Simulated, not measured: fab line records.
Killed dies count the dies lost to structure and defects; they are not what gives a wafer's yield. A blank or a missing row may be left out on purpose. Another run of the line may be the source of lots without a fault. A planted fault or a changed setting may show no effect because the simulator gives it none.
Code-filled problem report in 8D (eight disciplines) form || flow n5-finfet || the parts of the form that need people (team, actions taken, sign-off) are left out

## 1. WHAT IS WRONG
RS_SD_N at N5_SD_ACTIVATION_RS_MEAS_03 reads a mean of 20.60 ohm/sq on 6 wafers of 2 lots; wafers without a fault read 21.95 ohm/sq with a standard deviation of 0.28. Measured from the usual mean, that is -4.8 standard deviations.
The step: measures by four-point-probe.
Earliest sighting: wafer L122.1 on film-metro-01 at day 6 00:45. The record has a number at this step for 12 wafers belonging to 4 lots. The rule behind "out" and "out of limits": a value lying over 4 standard deviations away from the usual mean. The rest of the wafers with a number are treated as sound.

## 2. WHAT THIS IS AND IS NOT
{"question": "which readings at this step", "is": "RS_SD_N", "is not": "RS_SD_P"}
{"question": "which lots", "is": "L122, L123", "is not": "L118, L132"}
{"question": "which wafers of those lots", "is": "all that have a number", "is not": "-"}
{"question": "read on which gauges", "is": "film-metro-01", "is not": "-"}
{"question": "when", "is": "from day 6 00:45", "is not": "up to then (3 sound wafers); but 3 sound wafers of L132 came after"}

## 3. WHAT RULES OUT EACH SUSPECT
Counting: a tool at any process step up to the reading remains a suspect when it ran all the lots that are out and ran no sound lot after the first of those.
- ruled out: the gauge at N5_SD_ACTIVATION_RS_MEAS_03. All the wafers that are out were read on film-metro-01, but those of them that N5_SD_ACTIVATION_LSA_01 has rows for are out there too, on other tools.
- laser-anneal-02 at N5_SD_ACTIVATION_LSA_01 (time 0.0008 s): kept. It ran every lot that is out, first L122 (day 6 00:33), and no sound lot after that; its last sound lot up to then is L118 (day 4 21:12). Its own readings are out on those wafers: wafer_temp_C_max.
Remaining after the count: laser-anneal-02 at N5_SD_ACTIVATION_LSA_01.

## 4. THE CAUSE (what the simulator had put in)
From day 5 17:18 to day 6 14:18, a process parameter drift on laser-anneal-02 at N5_SD_ACTIVATION_LSA_01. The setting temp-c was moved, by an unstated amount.
Only this tool survived the counting.

## 5. THE EFFECT CHAIN, in route order
Rows list readings where the struck wafers' mean (over those with a number) sits beyond 3 standard deviations from the usual. Readings are gone through only where the record gives a usual standard deviation; hours: the median, over the lots, of the time from a lot's start at the first step in this table giving one to that lot's start at this step; sigmas: the change measured in usual standard deviations.
{"hours": 0, "step": "N5_SD_ACTIVATION_LSA_01", "reading": "wafer_temp_C_max", "usual": 1085.6, "on struck wafers": 1098.1, "change": "+12.5", "sigmas": "+7.8"}
{"hours": 0, "step": "N5_SD_ACTIVATION_RS_MEAS_03", "reading": "RS_SD_N", "usual": "21.95 ohm/sq", "on struck wafers": 20.60, "change": -1.35, "sigmas": -4.8}
{"hours": 110, "step": "N5_BEOL_M4_RC_MEAS_101", "reading": "RC_DENSE_N", "usual": "19.1 ohm.um", "on struck wafers": 17.8, "change": -1.3, "sigmas": -3.1}
{"hours": 110, "step": "N5_BEOL_M4_RC_MEAS_101", "reading": "RC_N", "usual": "15.6 ohm.um", "on struck wafers": 14.5, "change": -1.1, "sigmas": -3.5}
{"hours": 110, "step": "N5_BEOL_M4_RC_MEAS_101", "reading": "RS_SD_N", "usual": "28.5 ohm/sq", "on struck wafers": 27.1, "change": -1.4, "sigmas": -3.7}
Here are the process steps it includes:
- N5_SD_ACTIVATION_LSA_01: time 0.0008 s.

## 6. HOW IT WOULD HAVE BEEN CAUGHT EARLIER
7 hours passed between the start of the fault at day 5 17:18 and the first reading out of limits at a measuring or inspecting step in this record, taken at day 6 00:45.
At N5_SD_ACTIVATION_LSA_01, the tool's own readings (wafer_temp_C_max) were out on each struck wafer the step has a row for, so an alarm limit on them would have fired on the first such wafer.
Lots out: 2; of these, L123 started N5_SD_ACTIVATION_LSA_01 on laser-anneal-02 after day 6 00:45. Had the tool been put on hold then, it would have been spared.
